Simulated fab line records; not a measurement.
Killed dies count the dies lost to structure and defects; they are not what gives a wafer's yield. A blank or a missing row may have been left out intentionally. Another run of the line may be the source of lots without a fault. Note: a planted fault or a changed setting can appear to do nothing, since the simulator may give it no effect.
Which tool did it? ; flow n5Finfet ; 9 lots, 27 wafers sampled, at 6 steps of a route of 1938

WHAT EACH GAUGE READ, for each wafer
N5_SD_ACTIVATION_RS_MEAS_03: uses a four-point probe to measure.
lot;measured;on;RS_SD_N (ohm/sq);RS_SD_P (ohm/sq)
L873;day 3 11:21;filmMetro-01;21.91 22.17 21.84;56.9 58.2 58.2
L874;day 3 19:42;filmMetro-02;22.10 21.40 21.82;55.9 55.7 55.2
L875;day 3 22:09;filmMetro-02;22.10 22.08 22.02;56.4 54.9 57.2
L878;day 4 16:20;filmMetro-02;21.90 22.22 21.77;55.5 54.8 55.0
L888;day 7 04:51;filmMetro-02;19.18 19.41 19.46;56.2 55.2 54.8
L890;day 7 18:01;filmMetro-02;19.12 19.01 18.85;54.9 55.0 54.7
L892;day 8 10:22;filmMetro-01;21.62 21.58 22.03;56.6 56.8 56.3
L894;day 8 20:20;filmMetro-02;21.74 22.04 22.33;56.8 55.9 57.0
L896;day 9 06:59;filmMetro-01;21.98 21.94 21.72;55.5 55.4 55.7

N5_ILD0_THK_MEAS_08.
lot;measured;on;thkNm (nm)
L873;day 3 14:40;filmMetro-01;141.1 140.6 139.6
L874;day 3 23:02;filmMetro-01;139.9 140.2 139.5
L875;day 4 01:28;filmMetro-01;138.0 139.0 139.6
L878;day 4 19:50;filmMetro-01;138.9 138.9 138.8
L888;day 7 08:11;filmMetro-01;139.3 137.6 139.0
L890;day 7 21:21;filmMetro-01;138.1 139.4 139.5
L892;day 8 13:59;filmMetro-01;139.9 139.2 138.1
L894;day 9 00:58;filmMetro-02;139.5 139.1 139.1
L896;day 9 10:43;filmMetro-02;136.7 138.7 137.7

N5_BEOL_M4_RC_MEAS_101.
lot;measured;on;DIBL_N (mV/V);DIBL_P (mV/V);IOFF_N (nA/um);IOFF_P (nA/um);ION_N (uA/um);ION_P (uA/um);RC_DENSE_N (ohm.um);RC_N (ohm.um);REXT_N (ohm.um);RS_SD_N (ohm/sq);SS_N (mV/dec);SS_P (mV/dec);VT_N (mV);VT_P (mV)
L873;day 8 00:50;prober-02;35.3 36.9 34.4;35.2 37.2 33.8;0.137 0.162 0.120;0.175 0.197 0.152;660 679 660;453 461 450;18.2 18.5 18.8;14.79 15.24 15.21;76.3 77.2 75.3;28.3 28.5 28.1;71.3 71.8 70.7;73.1 73.7 72.3;250.9 249.6 254.1;-254.6 -255.0 -257.9
L874;day 8 15:58;prober-01;35.9 37.1 37.2;35.8 37.6 37.0;0.154 0.182 0.181;0.189 0.213 0.215;673 677 684;457 457 465;19.6 19.2 19.3;15.92 15.62 15.69;77.6 77.4 77.3;28.8 28.2 28.3;71.3 71.6 72.2;73.1 73.7 74.0;251.8 251.6 248.6;-254.4 -250.9 -250.2
L875;day 9 02:06;prober-02;34.1 33.4 34.4;36.7 36.1 36.6;0.150 0.139 0.148;0.207 0.206 0.195;674 665 664;467 463 455;19.5 19.3 19.2;15.84 15.90 15.71;77.8 78.8 78.5;28.4 28.6 28.6;71.5 71.5 71.6;73.5 73.4 73.8;247.2 248.8 246.3;-250.3 -250.9 -252.2
L878;day 9 19:38;prober-02;35.9 37.1 34.8;36.9 38.6 36.6;0.143 0.173 0.137;0.198 0.225 0.194;655 671 666;451 461 459;19.2 19.0 19.0;15.53 15.44 15.40;73.8 75.1 75.0;28.2 28.5 27.9;71.9 71.3 70.9;72.9 73.9 72.7;253.9 248.6 251.7;-255.0 -249.8 -250.7
L888;day 12 12:07;prober-02;36.1 36.8 37.2;36.8 36.9 37.5;0.162 0.174 0.177;0.238 0.254 0.272;685 697 682;473 474 474;16.4 16.5 16.3;13.38 13.52 13.49;70.3 71.0 70.6;25.2 25.5 25.2;72.4 71.5 71.4;73.4 73.7 73.6;247.0 244.9 250.2;-251.2 -247.1 -245.2
L890;day 12 15:20;prober-01;35.0 35.5 34.6;36.2 36.0 35.4;0.139 0.144 0.130;0.171 0.177 0.162;683 673 669;456 456 456;16.5 16.6 16.3;13.34 13.54 13.36;69.7 69.8 69.1;25.4 25.2 24.9;71.3 71.6 71.3;72.8 73.7 73.0;253.4 251.8 253.2;-254.9 -255.3 -255.0
L892;day 13 15:25;prober-01;33.7 33.9 34.0;34.3 34.7 35.1;0.136 0.137 0.144;0.213 0.212 0.223;665 670 686;462 466 476;19.4 18.8 18.9;15.91 15.39 15.62;75.6 75.4 76.4;28.2 28.3 28.7;70.9 70.4 71.5;73.3 72.4 73.6;251.6 250.3 251.4;-247.8 -248.5 -245.7
L894;day 14 01:19;prober-02;37.1 36.4 36.6;38.5 37.5 37.4;0.190 0.170 0.165;0.239 0.215 0.209;690 691 679;472 468 462;19.2 19.1 18.9;15.50 15.46 15.44;77.4 76.1 75.9;28.2 28.4 29.1;71.4 71.4 71.7;74.4 74.6 73.0;247.0 248.6 249.0;-248.6 -250.0 -248.8
L896;day 15 00:24;prober-02;35.8 35.0 35.3;35.8 34.7 34.6;0.145 0.134 0.136;0.211 0.189 0.192;689 679 672;473 469 462;19.1 18.9 18.7;15.53 15.40 15.45;75.0 76.0 76.3;28.8 28.4 28.6;70.6 70.9 70.7;72.9 72.8 73.1;248.5 250.8 250.5;-249.6 -249.5 -249.6

WHICH TOOL RAN EACH LOT (tool, then ch and the chambers of the sampled wafers, then the start)
lot;N5_SD_EPI_P_STRIP_40;N5_SD_ACTIVATION_LSA_01;N5_ILD0_ALD_15
L873;plasmaAsher-01 ch 0,1, day 3 07:31;laserAnneal-01 ch 0, day 3 11:10;aldSin-01 ch 0,1,3, day 3 15:25
L874;plasmaAsher-01 ch 0,1, day 3 15:31;laserAnneal-02 ch 0, day 3 19:29;aldSin-01 ch 0,1,2, day 3 23:46
L875;plasmaAsher-01 ch 0,1, day 3 18:41;laserAnneal-01 ch 0, day 3 21:57;aldSin-03 ch 0,3, day 4 02:11
L878;plasmaAsher-02 ch 1, day 4 13:00;laserAnneal-01 ch 0, day 4 16:09;aldSin-01 ch 1,2,3, day 4 20:50
L888;plasmaAsher-01 ch 0,1, day 6 23:29;laserAnneal-01 ch 0, day 7 04:38;aldSin-03 ch 2,3, day 7 08:55
L890;plasmaAsher-01 ch 0,1, day 7 14:41;laserAnneal-01 ch 0, day 7 17:50;aldSin-01 ch 0,1,3, day 7 22:04
L892;plasmaAsher-01 ch 0,1, day 8 06:11;laserAnneal-02 ch 0, day 8 10:11;aldSin-01 ch 0,1, day 8 14:42
L894;plasmaAsher-02 ch 0,1, day 8 16:59;laserAnneal-02 ch 0, day 8 20:08;aldSin-03 ch 0,1,2, day 9 01:41
L896;plasmaAsher-02 ch 1, day 9 03:40;laserAnneal-02 ch 0, day 9 06:47;aldSin-03 ch 0,1,2, day 9 11:26
- N5_SD_EPI_P_STRIP_40: strips in N2/H2.
- N5_SD_ACTIVATION_LSA_01: time 0.0008 s.
- N5_ILD0_ALD_15: deposits SiNx, target thk 24 nm, pulse time 1 s, ald cycles 480.

WHAT THE TOOLS THEMSELVES READ (means of the sampled wafers that have a number; where no wafer has one, the mark that the record gives instead)
N5_SD_EPI_P_STRIP_40.
lot;tool;drypumpMotorCurrentA (A);heaterPowerW (W);n2FlowSccm (sccm);oesProductAu (a.u.)
L873;plasmaAsher-01;5.67;308;1756;0.762
L874;plasmaAsher-01;5.67;310;1750;0.758
L875;plasmaAsher-01;5.74;307;1753;0.753
L878;plasmaAsher-02;6.39;385;1751;0.758
L888;plasmaAsher-01;5.68;313;1752;0.761
L890;plasmaAsher-01;5.70;306;1751;0.751
L892;plasmaAsher-01;5.70;298;1748;0.769
L894;plasmaAsher-02;6.06;334;1754;0.762
L896;plasmaAsher-02;6.38;394;1748;0.766

N5_SD_ACTIVATION_LSA_01.
lot;tool;wafer_temp_C_max
L873;laserAnneal-01;1088.4
L874;laserAnneal-02;1083.9
L875;laserAnneal-01;1089.0
L878;laserAnneal-01;1088.5
L888;laserAnneal-01;1115.6
L890;laserAnneal-01;1114.7
L892;laserAnneal-02;1084.7
L894;laserAnneal-02;1084.1
L896;laserAnneal-02;1084.2

N5_ILD0_ALD_15.
lot;tool;heaterPowerW (W);precursorPulseHeightRel
L873;aldSin-01;767;0.997
L874;aldSin-01;774;0.993
L875;aldSin-03;784;0.965
L878;aldSin-01;798;0.979
L888;aldSin-03;802;0.997
L890;aldSin-01;762;0.994
L892;aldSin-01;723;0.994
L894;aldSin-03;864;0.997
L896;aldSin-03;880;0.995

THE ANSWER, worked out from the rows above alone
Rule: the lots themselves supply what counts as usual. The widest of any qualifying gaps counts: lots, ordered by their means at a reading, are off when they make up no more than a third of the lots, leave a main group of 4 or more, and stand apart from it by 3 or more times the standard deviation of that group's means. If all means in a main group match to the digits the tables above print for the reading, that group is not used. Also off: a lot with no number at a reading for which 4 or more lots have one. Where the step has rows for the other lots, those lots are counted as sound. The gauges are gone through in route order, then the tools' own readings, and for those a lot's mean is taken as printed above. At the first step where some lot is off, the reading lying furthest off is the one used; lots without a number count as furthest.
Off: at N5_SD_ACTIVATION_RS_MEAS_03 (RS_SD_N), L888, L890. The main group: mean 21.92 ohm/sq, standard deviation 0.12.
A tool fits if, at a process step before that reading, it ran every lot that is off, and no sound lot after the first of them. The gauges at N5_SD_ACTIVATION_RS_MEAS_03 aren't tried: what is off there is off at N5_BEOL_M4_RC_MEAS_101 too, on other tools, and a gauge's error can't cause that. One candidate fits, namely laserAnneal-01 at N5_SD_ACTIVATION_LSA_01. A fault onset in the window from L878 (day 4 16:09, its last sound lot) to L888 (day 7 04:38, its first lot off) fits.
On the lots that are off, the tool's own readings at N5_SD_ACTIVATION_LSA_01 differ by more than 5 times the standard deviation of the sound lots' means, which bears it out; wafer_temp_C_max reads 1115.2 there versus 1086.1 on the sound lots.

WHAT THE SIMULATOR HAD INSERTED
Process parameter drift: laserAnneal-01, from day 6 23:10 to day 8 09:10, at N5_SD_ACTIVATION_LSA_01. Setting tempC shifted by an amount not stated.
Lots struck among those shown: L888, L890. The rule above found the same.
